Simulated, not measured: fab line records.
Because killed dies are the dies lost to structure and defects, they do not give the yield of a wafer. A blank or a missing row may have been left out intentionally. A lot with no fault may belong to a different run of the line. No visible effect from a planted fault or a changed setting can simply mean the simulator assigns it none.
Which tool did it? / flow nand-harc / Sampling: 14 lots, 42 wafers, 5 of 1159 route steps

WHAT THE GAUGES READ, wafer by wafer
NHARC_A_SOURCE_PLATE_THK_MEAS_09: measures by ellipsometry.
lot=L361; measured=day 7 05:31; on=film-metro-01; thk-nm (nm)=9.2 9.9 9.8
lot=L362; measured=day 7 05:31; on=film-metro-02; thk-nm (nm)=10.5 9.8 10.7
lot=L364; measured=day 7 16:34; on=film-metro-01; thk-nm (nm)=9.6 9.0 9.0
lot=L363; measured=day 7 20:55; on=film-metro-02; thk-nm (nm)=17.4 17.2 16.3
lot=L365; measured=day 8 03:52; on=film-metro-02; thk-nm (nm)=8.0 9.8 9.7
lot=L367; measured=day 8 15:11; on=film-metro-01; thk-nm (nm)=9.5 9.6 10.2
lot=L369; measured=day 8 22:01; on=film-metro-02; thk-nm (nm)=10.2 10.7 9.1
lot=L371; measured=day 9 07:37; on=film-metro-01; thk-nm (nm)=18.3 16.7 15.8
lot=L375; measured=day 10 00:04; on=film-metro-01; thk-nm (nm)=10.8 9.3 9.7
lot=L374; measured=day 10 10:11; on=film-metro-02; thk-nm (nm)=17.7 17.9 14.5
lot=L376; measured=day 10 19:07; on=film-metro-02; thk-nm (nm)=9.2 10.5 9.7
lot=L378; measured=day 11 00:47; on=film-metro-01; thk-nm (nm)=9.5 10.0 8.7
lot=L382; measured=day 11 21:53; on=film-metro-01; thk-nm (nm)=8.7 10.4 8.4
lot=L381; measured=day 11 21:53; on=film-metro-02; thk-nm (nm)=9.9 9.1 8.5

NHARC_A_ONON_D1_THK_MEAS_08: measures by ellipsometry.
lot=L361; measured=day 7 20:52; on=film-metro-02; thk-nm (nm)=1000 1002 1001
lot=L362; measured=day 7 21:05; on=film-metro-02; thk-nm (nm)=988 990 989
lot=L364; measured=day 8 07:32; on=film-metro-01; thk-nm (nm)=1018 1016 1018
lot=L363; measured=day 8 07:49; on=film-metro-02; thk-nm (nm)=991 990 992
lot=L365; measured=day 8 19:02; on=film-metro-02; thk-nm (nm)=996 996 998
lot=L367; measured=day 9 07:10; on=film-metro-01; thk-nm (nm)=995 994 993
lot=L369; measured=day 9 13:00; on=film-metro-01; thk-nm (nm)=999 1001 1001
lot=L371; measured=day 9 20:18; on=film-metro-02; thk-nm (nm)=1000 1002 1001
lot=L375; measured=day 10 14:43; on=film-metro-02; thk-nm (nm)=1017 1018 1018
lot=L374; measured=day 10 21:28; on=film-metro-01; thk-nm (nm)=1007 1008 1006
lot=L376; measured=day 11 09:58; on=film-metro-02; thk-nm (nm)=1003 1004 1004
lot=L378; measured=day 11 16:31; on=film-metro-02; thk-nm (nm)=969 966 966
lot=L382; measured=day 12 13:25; on=film-metro-01; thk-nm (nm)=1016 1016 1017
lot=L381; measured=day 12 13:31; on=film-metro-01; thk-nm (nm)=988 989 987

NHARC_A_ONON_D1_THK_MEAS_11: measures by ellipsometry.
lot=L361; measured=day 7 21:26; on=film-metro-01; thk-nm (nm)=1018 1017 1017
lot=L362; measured=day 7 21:40; on=film-metro-01; thk-nm (nm)=1002 1001 1003
lot=L364; measured=day 8 08:10; on=film-metro-01; thk-nm (nm)=1016 1019 1018
lot=L363; measured=day 8 08:22; on=film-metro-01; thk-nm (nm)=1000 1000 1000
lot=L365; measured=day 8 19:36; on=film-metro-02; thk-nm (nm)=1014 1013 1014
lot=L367; measured=day 9 07:45; on=film-metro-02; thk-nm (nm)=1000 999 1000
lot=L369; measured=day 9 13:34; on=film-metro-01; thk-nm (nm)=995 994 994
lot=L371; measured=day 9 20:52; on=film-metro-02; thk-nm (nm)=1023 1021 1022
lot=L375; measured=day 10 15:17; on=film-metro-01; thk-nm (nm)=997 995 994
lot=L374; measured=day 10 22:02; on=film-metro-02; thk-nm (nm)=970 973 973
lot=L376; measured=day 11 10:32; on=film-metro-02; thk-nm (nm)=1010 1009 1012
lot=L378; measured=day 11 17:05; on=film-metro-02; thk-nm (nm)=990 988 988
lot=L382; measured=day 12 13:59; on=film-metro-01; thk-nm (nm)=1003 1001 1001
lot=L381; measured=day 12 14:05; on=film-metro-01; thk-nm (nm)=1003 1002 1002

WHICH TOOL RAN EACH LOT (tool, then ch and the chambers of the sampled wafers, then the start)
lot=L361; NHARC_P_BONDPAD_CMP_32=cmp-02 ch 0,2,3, day 6 15:41; NHARC_A_SOURCE_PLATE_OXIDE_02=furnace-08 ch 0, day 7 01:28
lot=L362; NHARC_P_BONDPAD_CMP_32=cmp-03 ch 0,1,3, day 6 16:16; NHARC_A_SOURCE_PLATE_OXIDE_02=furnace-08 ch 0, day 7 01:28
lot=L364; NHARC_P_BONDPAD_CMP_32=cmp-01 ch 2,3, day 7 02:35; NHARC_A_SOURCE_PLATE_OXIDE_02=furnace-05 ch 0, day 7 12:29
lot=L363; NHARC_P_BONDPAD_CMP_32=cmp-02 ch 0,2,3, day 7 02:53; NHARC_A_SOURCE_PLATE_OXIDE_02=furnace-05 ch 0, day 7 12:29
lot=L365; NHARC_P_BONDPAD_CMP_32=cmp-01 ch 1,3, day 7 14:24; NHARC_A_SOURCE_PLATE_OXIDE_02=furnace-08 ch 0, day 7 23:47
lot=L367; NHARC_P_BONDPAD_CMP_32=cmp-03 ch 1,2, day 8 02:33; NHARC_A_SOURCE_PLATE_OXIDE_02=furnace-08 ch 0, day 8 11:04
lot=L369; NHARC_P_BONDPAD_CMP_32=cmp-02 ch 0,3, day 8 08:31; NHARC_A_SOURCE_PLATE_OXIDE_02=furnace-05 ch 0, day 8 17:57
lot=L371; NHARC_P_BONDPAD_CMP_32=cmp-03 ch 1,2,3, day 8 12:26; NHARC_A_SOURCE_PLATE_OXIDE_02=furnace-05 ch 0, day 8 21:40 and furnace-07 ch 0, day 9 03:09
lot=L375; NHARC_P_BONDPAD_CMP_32=cmp-03 ch 0,1,3, day 9 10:15; NHARC_A_SOURCE_PLATE_OXIDE_02=furnace-05 ch 0, day 9 20:02
lot=L374; NHARC_P_BONDPAD_CMP_32=cmp-02 ch 1,2,3, day 9 17:53; NHARC_A_SOURCE_PLATE_OXIDE_02=furnace-05 ch 0, day 10 01:50
lot=L376; NHARC_P_BONDPAD_CMP_32=cmp-01 ch 0,2, day 10 03:34; NHARC_A_SOURCE_PLATE_OXIDE_02=furnace-05 ch 0, day 10 15:04
lot=L378; NHARC_P_BONDPAD_CMP_32=cmp-03 ch 2,3, day 10 13:00; NHARC_A_SOURCE_PLATE_OXIDE_02=furnace-05 ch 0, day 10 20:47
lot=L382; NHARC_P_BONDPAD_CMP_32=cmp-02 ch 0,2,3, day 11 08:12; NHARC_A_SOURCE_PLATE_OXIDE_02=furnace-05 ch 0, day 11 17:47
lot=L381; NHARC_P_BONDPAD_CMP_32=cmp-02 ch 2,3, day 11 09:47; NHARC_A_SOURCE_PLATE_OXIDE_02=furnace-05 ch 0, day 11 17:47
- NHARC_P_BONDPAD_CMP_32: polishes SiCN, target thk 200 nm.
- NHARC_A_SOURCE_PLATE_OXIDE_02: material SiO2, target thk 10 nm, ox time 1362 s.

AS READ BY THE TOOLS THEMSELVES (means over the sampled wafers that have a number; for cases with no such wafer, the mark the record gives instead)
NHARC_P_BONDPAD_CMP_32.
lot=L361; tool=cmp-02; motor-current-A (A)=12.5
lot=L362; tool=cmp-03; motor-current-A (A)=12.9
lot=L364; tool=cmp-01; motor-current-A (A)=11.7
lot=L363; tool=cmp-02; motor-current-A (A)=12.5
lot=L365; tool=cmp-01; motor-current-A (A)=12.5
lot=L367; tool=cmp-03; motor-current-A (A)=12.2
lot=L369; tool=cmp-02; motor-current-A (A)=11.6
lot=L371; tool=cmp-03; motor-current-A (A)=12.2
lot=L375; tool=cmp-03; motor-current-A (A)=13.0
lot=L374; tool=cmp-02; motor-current-A (A)=12.3
lot=L376; tool=cmp-01; motor-current-A (A)=11.8
lot=L378; tool=cmp-03; motor-current-A (A)=12.8
lot=L382; tool=cmp-02; motor-current-A (A)=12.2
lot=L381; tool=cmp-02; motor-current-A (A)=12.6

NHARC_A_SOURCE_PLATE_OXIDE_02.
lot=L361; tool=furnace-08; ox-temp-c (C)=899.0; zone-power-upper-pct (%)=15.8
lot=L362; tool=furnace-08; ox-temp-c (C)=900.2; zone-power-upper-pct (%)=16.0
lot=L364; tool=furnace-05; ox-temp-c (C)=900.4; zone-power-upper-pct (%)=16.8
lot=L363; tool=furnace-05; ox-temp-c (C)=900.1; zone-power-upper-pct (%)=16.6
lot=L365; tool=furnace-08; ox-temp-c (C)=899.9; zone-power-upper-pct (%)=15.9
lot=L367; tool=furnace-08; ox-temp-c (C)=899.6; zone-power-upper-pct (%)=15.9
lot=L369; tool=furnace-05; ox-temp-c (C)=900.1; zone-power-upper-pct (%)=16.6
lot=L371; tool=furnace-05/furnace-07; ox-temp-c (C)=899.7; zone-power-upper-pct (%)=16.6
lot=L375; tool=furnace-05; ox-temp-c (C)=900.1; zone-power-upper-pct (%)=16.6
lot=L374; tool=furnace-05; ox-temp-c (C)=899.7; zone-power-upper-pct (%)=16.7
lot=L376; tool=furnace-05; ox-temp-c (C)=899.8; zone-power-upper-pct (%)=16.7
lot=L378; tool=furnace-05; ox-temp-c (C)=899.8; zone-power-upper-pct (%)=16.6
lot=L382; tool=furnace-05; ox-temp-c (C)=900.3; zone-power-upper-pct (%)=16.8
lot=L381; tool=furnace-05; ox-temp-c (C)=900.1; zone-power-upper-pct (%)=16.6

THE ANSWER, worked out from the rows above alone
Rule: what is usual is taken from the lots themselves. The widest of any qualifying gaps counts: lots, ordered by their means at a reading, are off when they make up no more than a third of the lots, leave a main group of 4 or more, and stand apart from it by 3 or more times the standard deviation of that group's means. Not used: any main group whose means are identical at the precision the tables above print for the reading. A lot without any number at a reading at which 4 lots or more have one is off too. Any other lot the step has rows for is counted as sound. First the gauges in route order, then the tools' own readings, where a lot's mean is used as printed above. The first step at which some lot is off is used, and at that step the reading that is off furthest; a lot without a number counts as furthest.
Off at NHARC_A_SOURCE_PLATE_THK_MEAS_09 (thk-nm): L363, L371, L374. Main group: mean 9.6 nm, sd 0.39.
If a tool, at a process step before that reading, ran all the lots that are off and no sound lot after the first of them, it fits. Gauges at NHARC_A_SOURCE_PLATE_THK_MEAS_09: tried the same way as those tools. Of those tried, none fits.

WHAT WAS PUT IN BY THE SIMULATOR
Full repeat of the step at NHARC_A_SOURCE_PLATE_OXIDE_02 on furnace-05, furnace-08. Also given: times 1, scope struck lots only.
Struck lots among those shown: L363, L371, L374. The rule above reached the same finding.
